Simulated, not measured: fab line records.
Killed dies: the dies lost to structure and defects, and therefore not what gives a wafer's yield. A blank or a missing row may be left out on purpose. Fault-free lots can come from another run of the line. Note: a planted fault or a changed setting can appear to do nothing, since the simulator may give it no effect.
fab line records	flow nand-harc
record lots=24	wafers=72	last-day=33
route steps=1302 shown A_M0@1154 A_M1@1187 A_BONDPAD@1203
lots untouched by any fault: they come from a run of this same line in which no faults occurred
start-h: the number of hours between the record's first day and the start of the first shown wafer of the lot	wait-h: time in hours since the lot's previous step	" the same as in the row above	L1.1+2: one row covering several wafers at once	- no value, or no start was given	* or withheld: withheld	< > ~ a bound
route shown NAME@n: NAME is a module with steps in the file, n the number in the route of the first one	usual: mean/standard deviation taken from wafers without a fault	same: alike in all rows	chamber/n: place in a boat	sites: readings site by site	_std_site: the standard deviation of these	_edge_site: outer sites' mean less inner sites'	radius-mm: for every site, how far away it sits from the centre of the wafer	mask NAME#n: copy n	behind: the tool/chamber that last shaped the wafer	hold: the reason the lot was held/the length of the hold in hours/how it ended	device: which transistor (n, p or np) failed to switch	end of line: at the end of the route, the tests of the same wafers	a step with no rows: only its recipe	killed: the dies lost at the first sort to structure and to defects; this is not the yield of the wafer	map: the dies of a wafer, with x for killed, . for not killed, _ for no die there
set.NAME: the setting as run; set.NAME@STEP: as run at that earlier step	model.NAME: the simulator's own value behind a step, which no gauge read
steps of the route over a sample of lots; a table a step, a row a wafer
services: from which hour (start-h, from the record's first day; less than 0 if before it) a tool's chamber was out of use, for how many hours, and why
## steps
# step NHARC_A_M0_STRIP_18
# recipe power-w=1000	n2-flow-sccm=150	h2-flow-sccm=150	ar-flow-sccm=0	bias-w=0	chemistry=N2/H2
# usual drypump-motor-current-A=5.7/0.42	oes-product-au=0.995/0.0095	rf-vpp-V=90.8/0.94	showerhead-plenum-p-Torr=2.06/0.075	throttle-valve-pct=14.171/0.008
lot.wafer	tool	chamber	start-h	wait-h	drypump-motor-current-A	oes-product-au	rf-hours-counter-h	rf-vpp-V	showerhead-plenum-p-Torr	throttle-valve-pct
L074.4	rie-diel-02	1	523.43	0.1	5.6	1.011	5.2	91.9	2.14	14.158
L074.5	"	3	"	"	5.6	1.005	-	89.9	1.93	14.171
L074.6	"	0	"	"	5.1	0.993	-	89.2	2.01	14.167
L076.2	rie-diel-02	0	538.99	0.1	5.1	1.003	7.1	90.1	2.00	14.177
L076.4	"	2	"	"	6.1	1.008	7.1	91.9	2.08	14.177
L076.6	"	1	"	"	5.6	1.011	-	92.2	2.14	14.171
L075.2	rie-diel-02	1	542.87	0.1	5.6	1.003	6.9	93.5	2.14	14.159
L075.1	"	2	"	"	6.1	0.994	7.3	90.6	2.08	14.174
L075.6	"	1	"	"	5.6	1.009	-	92.5	2.14	14.165
L077.1	rie-diel-07	3	549.92	0.1	6.3	0.987	5.3	90.6	2.06	14.167
L077.4	"	0	"	"	5.5	1.003	3.9	90.8	2.01	14.176
L077.6	"	0	"	"	5.5	0.994	-	89.9	2.01	14.174
L078.3	rie-diel-06	1	550.90	0.1	5.5	0.983	2.4	91.4	2.15	14.166
L078.2	"	2	"	"	6.7	0.972	2.3	91.7	1.98	14.174
L078.4	"	3	"	"	5.8	0.985	2.2	91.1	2.12	14.177
L079.4	rie-diel-07	2	565.02	0.1	5.9	0.991	5.3	91.9	2.17	14.177
L079.2	"	0	"	"	5.5	0.997	4.1	89.9	2.01	14.178
L079.6	"	2	"	"	5.9	0.995	-	90.2	2.17	14.168
L080.2	rie-diel-06	3	582.05	0.1	5.7	0.996	4.0	90.0	2.12	14.177
L080.6	"	2	"	"	6.7	0.976	-	89.0	1.98	14.178
L080.5	"	3	"	"	5.7	0.995	-	91.1	2.12	14.157
L081.1	rie-diel-02	1	591.27	0.1	5.6	0.999	0.5	91.5	2.14	14.171
L081.6	"	3	"	"	5.6	1.020	-	90.3	1.93	14.167
L081.5	"	0	"	"	5.1	0.989	-	90.1	2.00	14.186
L082.1	rie-diel-06	3	594.76	0.1	5.8	0.990	4.7	90.6	2.12	14.170
L082.4	"	0	"	"	5.7	0.995	4.9	90.6	2.04	14.165
L082.6	"	3	"	"	5.8	0.995	-	92.8	2.12	14.174
L085.2	rie-diel-06	1	635.32	0.1	5.5	0.988	7.1	91.1	2.15	14.156
L085.4	"	2	"	"	6.7	0.971	6.8	91.2	1.98	14.166
L085.5	"	0	"	"	5.7	0.996	-	89.4	2.04	14.170
L083.2	rie-diel-06	1	639.25	0.1	5.5	0.990	7.3	91.7	2.15	14.165
L083.3	"	3	"	"	5.8	0.991	6.3	91.4	2.12	14.166
L083.4	"	0	"	"	5.7	0.996	-	90.6	2.04	14.158
L086.1	rie-diel-06	3	640.81	0.1	5.8	0.981	6.4	91.2	2.12	14.170
L086.5	"	3	"	"	5.8	0.987	-	92.4	2.12	14.173
L086.6	"	0	"	"	5.7	1.006	-	89.6	2.04	14.172
L084.1	rie-diel-06	1	642.45	0.1	5.4	1.006	7.4	91.1	2.15	14.158
L084.3	"	3	"	"	5.8	0.995	6.4	91.0	2.12	14.174
L084.5	"	0	"	"	5.7	1.004	-	89.6	2.04	14.168
L087.1	rie-diel-02	3	661.16	0.1	5.6	1.005	6.4	89.7	1.93	14.170
L087.3	"	0	"	"	5.1	0.995	7.3	88.7	2.00	14.173
L087.5	"	0	"	"	5.1	0.983	-	91.2	2.00	14.175
L088.4	rie-diel-02	0	665.73	0.1	5.1	0.981	7.6	90.8	2.00	14.165
L088.2	"	3	"	"	5.6	0.992	6.7	90.2	1.93	14.177
L088.6	"	1	"	"	5.6	0.982	-	89.7	2.14	14.176
L089.3	rie-diel-07	3	675.34	0.1	6.3	0.996	1.5	89.9	2.06	14.163
L089.2	"	0	"	"	5.5	1.000	1.5	91.9	2.01	14.174
L089.6	"	0	"	"	5.5	0.998	-	89.4	2.01	14.175
L091.2	rie-diel-07	0	679.80	0.1	5.5	0.996	1.6	92.3	2.00	14.166
L091.3	"	2	"	"	5.9	0.999	1.8	89.1	2.16	14.183
L091.4	"	2	"	"	5.9	0.985	-	91.4	2.16	14.167
L090.1	rie-diel-02	1	681.03	0.1	5.6	0.990	5.8	92.1	2.14	14.177
L090.5	"	0	"	"	5.1	0.998	-	90.3	2.00	14.183
L090.4	"	1	"	"	5.6	0.981	-	90.8	2.14	14.172
L094.4	rie-diel-06	0	715.44	0.1	5.7	0.985	1.9	91.5	2.04	14.181
L094.1	"	3	"	"	5.8	0.986	2.1	91.5	2.12	14.167
L094.5	"	0	"	"	5.7	0.993	-	92.8	2.04	14.153
L093.3	rie-diel-02	0	717.20	0.1	5.1	0.993	10.7	89.4	2.00	14.187
L093.2	"	1	"	"	5.6	0.980	8.2	90.1	2.13	14.164
L093.6	"	3	"	"	5.6	0.998	-	90.6	1.92	14.187
L092.4	rie-diel-02	3	720.31	0.1	5.6	0.992	9.7	90.7	1.93	14.160
L092.5	"	3	"	"	5.6	1.005	-	91.0	1.93	14.174
L092.6	"	0	"	"	5.1	0.992	-	89.9	2.00	14.161
L095.3	rie-diel-02	3	729.02	0.1	5.6	1.006	10.1	89.6	1.92	14.169
L095.1	"	0	"	"	5.1	0.997	11.1	90.8	2.00	14.169
L095.4	"	1	"	"	5.6	0.994	8.5	90.8	2.13	14.165
L096.3	rie-diel-06	1	736.94	0.1	5.5	0.990	3.3	92.2	2.15	14.179
L096.1	"	2	"	"	6.7	0.994	3.3	90.3	1.97	14.169
L096.6	"	0	"	"	5.7	0.999	-	90.5	2.04	14.161
L097.4	rie-diel-07	1	747.18	0.1	4.7	0.974	5.4	92.1	2.15	14.168
L097.2	"	2	"	"	5.9	0.979	6.2	92.6	2.16	14.177
L097.5	"	3	"	"	6.3	0.993	-	90.4	2.06	14.175
# step NHARC_A_M0_THK_MEAS_24
# recipe thk-meas-gauge=xrf
# usual thk-nm=113.4/1.6
lot.wafer	tool	chamber	start-h	wait-h	thk-nm
L074.4	film-metro-02	-	525.33	-	114.5
L074.5	"	-	"	"	115.6
L074.6	"	-	"	"	113.5
L076.2	film-metro-02	-	540.95	-	112.8
L076.4	"	-	"	"	111.8
L076.6	"	-	"	"	111.7
L075.1	film-metro-02	-	544.80	-	112.3
L075.2	"	-	"	"	114.5
L075.6	"	-	"	"	112.9
L077.1	film-metro-02	-	551.87	-	113.3
L077.4	"	-	"	"	112.6
L077.6	"	-	"	"	113.4
L078.2	film-metro-02	-	552.84	-	115.9
L078.3	"	-	"	"	113.5
L078.4	"	-	"	"	112.7
L079.2	film-metro-02	-	566.93	-	113.9
L079.4	"	-	"	"	116.4
L079.6	"	-	"	"	112.4
L080.2	film-metro-01	-	584.00	-	110.8
L080.5	"	-	"	"	113.1
L080.6	"	-	"	"	113.2
L081.1	film-metro-01	-	593.16	-	112.3
L081.5	"	-	"	"	112.2
L081.6	"	-	"	"	114.4
L082.1	film-metro-02	-	596.69	-	113.3
L082.4	"	-	"	"	111.8
L082.6	"	-	"	"	113.3
L085.2	film-metro-02	-	637.24	-	116.3
L085.4	"	-	"	"	112.2
L085.5	"	-	"	"	112.3
L083.2	film-metro-02	-	641.28	-	109.7
L083.3	"	-	"	"	109.5
L083.4	"	-	"	"	108.9
L086.1	film-metro-02	-	642.89	-	110.7
L086.5	"	-	"	"	110.6
L086.6	"	-	"	"	110.9
L084.1	film-metro-01	-	644.42	-	112.8
L084.3	"	-	"	"	112.8
L084.5	"	-	"	"	113.3
L087.1	film-metro-02	-	663.28	-	112.2
L087.3	"	-	"	"	111.7
L087.5	"	-	"	"	112.0
L088.2	film-metro-01	-	667.78	-	114.0
L088.4	"	-	"	"	111.1
L088.6	"	-	"	"	112.6
L089.2	film-metro-02	-	677.59	-	115.2
L089.3	"	-	"	"	113.3
L089.6	"	-	"	"	115.0
L091.2	film-metro-02	-	681.99	-	114.2
L091.3	"	-	"	"	114.0
L091.4	"	-	"	"	115.0
L090.1	film-metro-02	-	683.24	-	115.4
L090.4	"	-	"	"	114.6
L090.5	"	-	"	"	115.3
L094.1	film-metro-01	-	717.38	-	114.6
L094.4	"	-	"	"	111.3
L094.5	"	-	"	"	114.4
L093.2	film-metro-01	-	719.13	-	113.8
L093.3	"	-	"	"	113.2
L093.6	"	-	"	"	114.5
L092.4	film-metro-02	-	722.24	-	117.8
L092.5	"	-	"	"	113.8
L092.6	"	-	"	"	115.1
L095.1	film-metro-01	-	730.95	-	114.0
L095.3	"	-	"	"	111.1
L095.4	"	-	"	"	113.5
L096.1	film-metro-02	-	738.86	-	114.5
L096.3	"	-	"	"	113.8
L096.6	"	-	"	"	113.3
L097.2	film-metro-02	-	749.25	-	114.1
L097.4	"	-	"	"	113.5
L097.5	"	-	"	"	113.6
# step NHARC_A_M1_ETCH_28
# recipe target-depth-a=300	over-etch-frac=0.3	time-s=72.99	ion-energy-ev=150	cf4-flow-sccm=50	n2-flow-sccm=100	ar-flow-sccm=150	rf-w=300	bias-w=100	chemistry=CF4/N2
# usual drypump-motor-current-A=5.8/0.39	oes-product-au=1.003/0.01	rf-vpp-V=315.0/1.9	showerhead-plenum-p-Torr=2.67/0.11	throttle-valve-pct=19.794/0.0089
lot.wafer	tool	chamber	start-h	wait-h	drypump-motor-current-A	oes-product-au	rf-hours-counter-h	rf-vpp-V	showerhead-plenum-p-Torr	throttle-valve-pct
L074.4	rie-diel-01	2	-	-	5.9	0.992	7.3	317.7	2.80	19.797
L074.6	"	2	"	"	5.9	0.991	-	317.7	2.80	19.789
L074.5	"	3	"	"	5.1	1.000	-	314.3	2.46	19.790
L076.2	rie-diel-10	2	-	-	5.5	0.996	8.9	315.8	2.79	19.807
L076.4	"	3	"	"	5.7	1.028	-	315.4	2.70	19.774
L076.6	"	1	"	"	6.0	1.000	-	313.4	2.60	19.781
L075.2	rie-diel-10	2	-	-	5.5	0.998	9.2	318.1	2.79	19.802
L075.1	"	3	"	"	5.7	1.020	9.5	315.8	2.70	19.786
L075.6	"	3	"	"	5.8	1.011	-	314.7	2.70	19.803
L077.4	rie-diel-12	3	-	-	5.8	0.993	2.6	315.3	2.67	19.800
L077.1	"	0	"	"	5.6	1.004	2.6	317.5	2.82	19.781
L077.6	"	0	"	"	5.6	1.000	-	315.9	2.82	19.787
L078.3	rie-diel-01	3	-	-	5.1	0.999	9.1	310.7	2.45	19.800
L078.4	"	0	"	"	5.9	1.000	7.5	312.4	2.63	19.799
L078.2	"	1	"	"	5.5	0.970	7.9	314.8	2.57	19.789
L079.2	rie-diel-10	0	-	-	5.4	0.997	8.3	312.6	2.59	19.794
L079.4	"	2	"	"	5.5	1.010	10.8	317.1	2.79	19.808
L079.6	"	1	"	"	6.0	1.001	-	314.4	2.60	19.786
L080.2	rie-diel-01	2	-	-	5.9	0.983	1.1	317.6	2.80	19.775
L080.5	"	0	"	"	5.9	1.013	-	313.1	2.63	19.800
L080.6	"	1	"	"	5.5	1.001	-	312.4	2.57	19.797
L081.1	rie-diel-12	1	-	-	5.6	1.005	3.3	314.6	2.67	19.793
L081.6	"	1	"	"	5.6	0.992	-	315.7	2.67	19.782
L081.5	"	2	"	"	6.7	1.012	-	316.6	2.79	19.800
L082.4	rie-diel-12	1	-	-	5.6	1.002	3.4	315.0	2.67	19.807
L082.1	"	0	"	"	5.6	1.010	4.4	316.0	2.82	19.793
L082.6	"	2	"	"	6.7	1.014	-	315.8	2.79	19.786
L085.2	rie-diel-01	1	-	-	5.5	0.997	3.0	312.8	2.57	19.795
L085.4	"	2	"	"	5.9	0.999	-	316.6	2.79	19.795
L085.5	"	1	"	"	5.5	0.996	-	312.6	2.57	19.782
L083.3	rie-diel-12	3	-	-	5.8	1.002	0.6	314.0	2.66	19.805
L083.4	"	0	"	"	5.6	0.998	0.6	318.0	2.82	19.795
L083.2	"	2	"	"	6.7	1.016	0.7	318.0	2.79	19.794
L086.1	rie-diel-01	1	-	-	5.5	1.011	3.4	313.0	2.57	19.793
L086.6	"	0	"	"	5.9	1.011	-	314.6	2.63	19.786
L086.5	"	1	"	"	5.5	1.002	-	313.6	2.57	19.785
L084.1	rie-diel-01	1	-	-	5.5	1.006	3.5	312.6	2.57	19.791
L084.3	"	0	"	"	5.9	1.011	3.6	314.5	2.63	19.796
L084.5	"	2	"	"	5.9	1.001	-	316.1	2.79	19.796
L087.3	rie-diel-01	3	-	-	5.1	1.010	3.8	312.7	2.45	19.791
L087.1	"	1	"	"	5.5	0.995	4.7	314.0	2.57	19.798
L087.5	"	3	"	"	5.1	1.018	-	312.5	2.45	19.791
L088.2	rie-diel-10	3	-	-	5.8	1.011	2.9	314.1	2.70	19.812
L088.4	"	1	"	"	6.0	1.018	2.9	312.6	2.60	19.794
L088.6	"	3	"	"	5.8	1.011	-	315.2	2.70	19.791
L089.2	rie-diel-01	3	-	-	5.2	1.011	4.5	311.6	2.45	19.807
L089.3	"	0	"	"	5.9	1.002	5.5	314.1	2.62	19.802
L089.6	"	0	"	"	6.0	1.003	-	315.1	2.63	19.807
L091.2	rie-diel-01	2	-	-	5.9	0.992	5.9	316.4	2.79	19.796
L091.3	"	3	"	"	5.1	1.018	5.0	312.1	2.45	19.794
L091.4	"	0	"	"	5.9	0.990	6.0	314.1	2.62	19.789
L090.4	rie-diel-10	0	-	-	5.4	0.993	3.9	313.3	2.59	19.803
L090.1	"	2	"	"	5.4	0.985	3.8	316.1	2.79	19.787
L090.5	"	3	"	"	5.8	1.011	-	315.8	2.70	19.799
L094.4	rie-diel-10	3	-	-	5.8	1.010	6.2	315.5	2.70	19.776
L094.1	"	0	"	"	5.4	0.993	6.2	314.7	2.59	19.802
L094.5	"	2	"	"	5.4	0.991	-	317.7	2.79	19.788
L093.3	rie-diel-12	2	-	-	6.7	1.010	2.3	316.0	2.79	19.805
L093.2	"	1	"	"	5.6	0.994	2.6	316.2	2.67	19.802
L093.6	"	3	"	"	5.8	1.006	-	314.2	2.66	19.805
L092.4	rie-diel-10	3	-	-	5.8	1.002	-	316.1	2.70	19.808
L092.5	"	0	"	"	5.4	0.988	-	314.4	2.59	19.800
L092.6	"	1	"	"	6.0	0.999	-	315.8	2.60	19.790
L095.1	rie-diel-12	1	-	-	5.6	1.002	2.8	315.7	2.67	19.792
L095.4	"	2	"	"	6.7	1.015	2.5	316.7	2.79	19.783
L095.3	"	0	"	"	5.6	0.999	2.7	316.9	2.82	19.780
L096.3	rie-diel-12	3	-	-	5.8	1.015	2.7	313.2	2.66	19.790
L096.1	"	0	"	"	5.6	0.995	3.0	318.8	2.82	19.793
L096.6	"	2	"	"	6.7	1.013	-	316.9	2.79	19.791
L097.4	rie-diel-12	1	-	-	5.6	0.996	3.3	315.5	2.67	19.803
L097.2	"	3	"	"	5.8	1.000	2.8	312.8	2.66	19.786
L097.5	"	1	"	"	5.6	0.990	-	317.3	2.67	19.782
# step NHARC_A_M1_THK_MEAS_24
# recipe thk-meas-gauge=xrf
# usual thk-nm=154.0/1.7
lot.wafer	tool	chamber	start-h	wait-h	thk-nm
L074.4	film-metro-02	-	529.47	-	156.8
L074.5	"	-	"	"	155.7
L074.6	"	-	"	"	155.8
L076.2	film-metro-02	-	545.19	-	153.9
L076.4	"	-	"	"	155.5
L076.6	"	-	"	"	155.4
L075.1	film-metro-02	-	549.14	-	152.5
L075.2	"	-	"	"	153.4
L075.6	"	-	"	"	152.2
L077.1	film-metro-02	-	556.02	-	154.2
L077.4	"	-	"	"	154.3
L077.6	"	-	"	"	151.6
L078.2	film-metro-02	-	557.01	-	153.2
L078.3	"	-	"	"	153.7
L078.4	"	-	"	"	152.0
L079.2	film-metro-01	-	571.08	-	156.1
L079.4	"	-	"	"	154.6
L079.6	"	-	"	"	154.4
L080.2	film-metro-02	-	588.18	-	156.5
L080.5	"	-	"	"	154.8
L080.6	"	-	"	"	155.9
L081.1	film-metro-02	-	597.31	-	156.7
L081.5	"	-	"	"	156.5
L081.6	"	-	"	"	154.9
L082.1	film-metro-02	-	600.73	-	155.7
L082.4	"	-	"	"	151.2
L082.6	"	-	"	"	152.9
L085.2	film-metro-02	-	641.58	-	153.5
L085.4	"	-	"	"	154.6
L085.5	"	-	"	"	156.0
L083.2	film-metro-01	-	645.62	-	151.7
L083.3	"	-	"	"	152.3
L083.4	"	-	"	"	151.5
L086.1	film-metro-02	-	647.05	-	154.4
L086.5	"	-	"	"	153.8
L086.6	"	-	"	"	153.5
L084.1	film-metro-02	-	648.45	-	152.5
L084.3	"	-	"	"	153.9
L084.5	"	-	"	"	152.3
L087.1	film-metro-01	-	667.45	-	155.8
L087.3	"	-	"	"	153.2
L087.5	"	-	"	"	157.1
L088.2	film-metro-01	-	671.82	-	156.3
L088.4	"	-	"	"	155.8
L088.6	"	-	"	"	154.2
L089.2	film-metro-01	-	681.74	-	153.0
L089.3	"	-	"	"	151.5
L089.6	"	-	"	"	150.6
L091.2	film-metro-01	-	686.31	-	153.1
L091.3	"	-	"	"	154.9
L091.4	"	-	"	"	153.5
L090.1	film-metro-01	-	687.36	-	154.6
L090.4	"	-	"	"	151.2
L090.5	"	-	"	"	153.5
L094.1	film-metro-02	-	721.57	-	152.8
L094.4	"	-	"	"	155.5
L094.5	"	-	"	"	154.5
L093.2	film-metro-01	-	723.17	-	154.4
L093.3	"	-	"	"	155.3
L093.6	"	-	"	"	155.1
L092.4	film-metro-02	-	726.51	-	155.2
L092.5	"	-	"	"	156.4
L092.6	"	-	"	"	154.4
L095.1	film-metro-02	-	734.98	-	155.9
L095.3	"	-	"	"	154.4
L095.4	"	-	"	"	153.5
L096.1	film-metro-01	-	743.02	-	155.1
L096.3	"	-	"	"	154.2
L096.6	"	-	"	"	152.0
L097.2	film-metro-02	-	753.33	-	150.7
L097.4	"	-	"	"	152.9
L097.5	"	-	"	"	149.6
# step NHARC_A_BONDPAD_CMP_29
# recipe target-thk-nm=200	material=SiCN
# usual motor-current-A=11.8/1.1
lot.wafer	tool	chamber	start-h	wait-h	motor-current-A
L074.4	cmp-02	1	530.77	-	13.2
L074.5	"	3	"	"	12.3
L074.6	"	0	"	"	10.6
L076.2	cmp-02	0	546.45	-	10.8
L076.4	"	1	"	"	14.0
L076.6	"	1	"	"	12.7
L075.1	cmp-03	2	550.71	0.5	11.0
L075.2	"	1	"	"	13.9
L075.6	"	3	"	"	11.1
L077.4	cmp-04	3	557.33	-	12.4
L077.1	"	0	"	"	12.0
L077.6	"	1	"	"	12.0
L078.4	cmp-03	1	558.30	-	13.1
L078.3	"	2	"	"	12.5
L078.2	"	3	"	"	10.6
L079.4	cmp-02	0	572.35	-	10.9
L079.2	"	3	"	"	12.1
L079.6	"	1	"	"	13.1
L080.2	cmp-03	0	589.52	-	10.3
L080.5	"	1	"	"	13.7
L080.6	"	2	"	"	12.2
L081.1	cmp-03	2	598.96	-	11.8
L081.6	"	2	"	"	12.1
L081.5	"	3	"	"	10.8
L082.1	cmp-02	3	602.09	-	11.7
L082.4	"	0	"	"	11.7
L082.6	"	3	"	"	12.4
L085.4	cmp-02	1	642.90	-	13.5
L085.2	"	2	"	"	10.7
L085.5	"	0	"	"	10.7
L083.2	cmp-04	1	646.90	-	11.4
L083.4	"	2	"	"	10.3
L083.3	"	3	"	"	12.5
L086.1	cmp-03	0	648.33	-	10.3
L086.5	"	0	"	"	11.0
L086.6	"	1	"	"	14.0
L084.1	cmp-02	2	649.74	-	10.8
L084.3	"	0	"	"	11.2
L084.5	"	2	"	"	11.0
L087.3	cmp-02	2	668.74	-	10.9
L087.1	"	3	"	"	12.1
L087.5	"	1	"	"	13.0
L088.2	cmp-04	1	673.13	-	12.5
L088.4	"	3	"	"	12.7
L088.6	"	0	"	"	12.1
L089.2	cmp-04	0	683.03	-	12.6
L089.3	"	2	"	"	9.6
L089.6	"	3	"	"	11.2
L091.3	cmp-02	0	687.57	-	10.8
L091.2	"	1	"	"	13.4
L091.4	"	3	"	"	12.2
L090.4	cmp-03	1	688.62	-	14.0
L090.1	"	3	"	"	11.5
L090.5	"	2	"	"	11.8
L094.1	cmp-03	1	722.83	-	14.7
L094.4	"	3	"	"	10.9
L094.5	"	2	"	"	12.2
L093.2	cmp-04	3	724.46	-	12.6
L093.3	"	0	"	"	12.5
L093.6	"	2	"	"	10.8
L092.4	cmp-04	1	727.81	-	11.8
L092.5	"	3	"	"	12.4
L092.6	"	0	"	"	12.2
L095.3	cmp-02	3	736.24	-	11.7
L095.4	"	0	"	"	10.6
L095.1	"	2	"	"	10.9
L096.3	cmp-04	0	744.29	-	12.5
L096.1	"	3	"	"	12.2
L096.6	"	1	"	"	12.4
L097.2	cmp-04	0	754.60	-	12.0
L097.4	"	3	"	"	12.1
L097.5	"	0	"	"	12.4
# step NHARC_A_BONDPAD_THK_MEAS_30
# recipe thk-meas-gauge=ellipsometry
# usual thk-nm=199.4/1.8
lot.wafer	tool	chamber	start-h	wait-h	thk-nm
L074.4	film-metro-02	-	530.98	0.2	199.1
L074.5	"	-	"	"	198.3
L074.6	"	-	"	"	198.2
L076.2	film-metro-02	-	546.70	0.2	195.3
L076.4	"	-	"	"	196.6
L076.6	"	-	"	"	197.5
L075.1	film-metro-02	-	550.96	0.2	199.7
L075.2	"	-	"	"	201.9
L075.6	"	-	"	"	201.4
L077.1	film-metro-02	-	557.53	0.1	198.7
L077.4	"	-	"	"	199.6
L077.6	"	-	"	"	201.2
L078.2	film-metro-02	-	558.53	0.2	201.2
L078.3	"	-	"	"	198.1
L078.4	"	-	"	"	199.1
L079.2	film-metro-01	-	572.60	0.1	197.3
L079.4	"	-	"	"	198.3
L079.6	"	-	"	"	197.8
L080.2	film-metro-02	-	589.70	0.2	195.6
L080.5	"	-	"	"	196.8
L080.6	"	-	"	"	198.4
L081.1	film-metro-01	-	599.21	0.2	200.4
L081.5	"	-	"	"	199.4
L081.6	"	-	"	"	198.1
L082.1	film-metro-01	-	602.31	0.2	199.3
L082.4	"	-	"	"	198.3
L082.6	"	-	"	"	199.9
L085.2	film-metro-02	-	643.13	0.2	201.3
L085.4	"	-	"	"	196.0
L085.5	"	-	"	"	198.1
L083.2	film-metro-02	-	647.13	0.2	201.6
L083.3	"	-	"	"	199.2
L083.4	"	-	"	"	200.2
L086.1	film-metro-02	-	648.58	0.2	203.4
L086.5	"	-	"	"	200.4
L086.6	"	-	"	"	199.3
L084.1	film-metro-01	-	649.97	0.2	199.6
L084.3	"	-	"	"	194.1
L084.5	"	-	"	"	199.7
L087.1	film-metro-02	-	668.97	0.2	198.8
L087.3	"	-	"	"	200.0
L087.5	"	-	"	"	198.6
L088.2	film-metro-02	-	673.36	0.2	200.5
L088.4	"	-	"	"	199.8
L088.6	"	-	"	"	197.1
L089.2	film-metro-02	-	683.25	0.2	198.7
L089.3	"	-	"	"	199.1
L089.6	"	-	"	"	198.0
L091.2	film-metro-02	-	687.82	0.2	197.9
L091.3	"	-	"	"	199.4
L091.4	"	-	"	"	200.2
L090.1	film-metro-02	-	688.87	0.2	199.7
L090.4	"	-	"	"	198.3
L090.5	"	-	"	"	198.2
L094.1	film-metro-02	-	723.07	0.2	199.4
L094.4	"	-	"	"	200.5
L094.5	"	-	"	"	200.6
L093.2	film-metro-02	-	724.69	0.2	200.8
L093.3	"	-	"	"	198.9
L093.6	"	-	"	"	199.8
L092.4	film-metro-01	-	728.02	0.2	203.1
L092.5	"	-	"	"	200.9
L092.6	"	-	"	"	199.8
L095.1	film-metro-02	-	736.49	0.1	201.7
L095.3	"	-	"	"	199.6
L095.4	"	-	"	"	198.1
L096.1	film-metro-02	-	744.53	0.1	201.2
L096.3	"	-	"	"	199.7
L096.6	"	-	"	"	204.0
L097.2	film-metro-02	-	754.85	0.2	201.9
L097.4	"	-	"	"	201.6
L097.5	"	-	"	"	200.1
## services
tool	chamber	start-h	hours	kind
cmp-02	-	503.80	2.2	repair
cmp-02	-	518.08	2.4	repair
cmp-02	-	526.50	4.0	pm
cmp-02	-	531.11	1.3	repair
rie-diel-02	2	557.33	5.3	repair
rie-diel-01	-	557.82	9.0	pm
rie-diel-02	-	571.02	9.0	pm
rie-diel-06	1	571.26	2.4	repair
cmp-02	-	583.09	1.7	repair
cmp-02	-	597.81	1.5	repair
rie-diel-01	1	600.65	3.8	repair
rie-diel-06	3	615.60	3.8	repair
rie-diel-01	3	621.98	20.5	repair
cmp-02	-	624.50	4.0	pm
rie-diel-02	1	628.68	13.2	repair
rie-diel-06	2	636.67	9.8	repair
rie-diel-06	-	661.20	9.0	pm
rie-diel-06	0	673.47	3.9	repair
rie-diel-02	3	677.17	7.0	repair
rie-diel-01	3	707.37	4.7	repair
cmp-02	-	722.64	4.0	pm
rie-diel-01	2	733.60	34.2	repair
rie-diel-01	-	734.82	9.0	pm
rie-diel-02	-	748.02	9.0	pm
## key
fault none
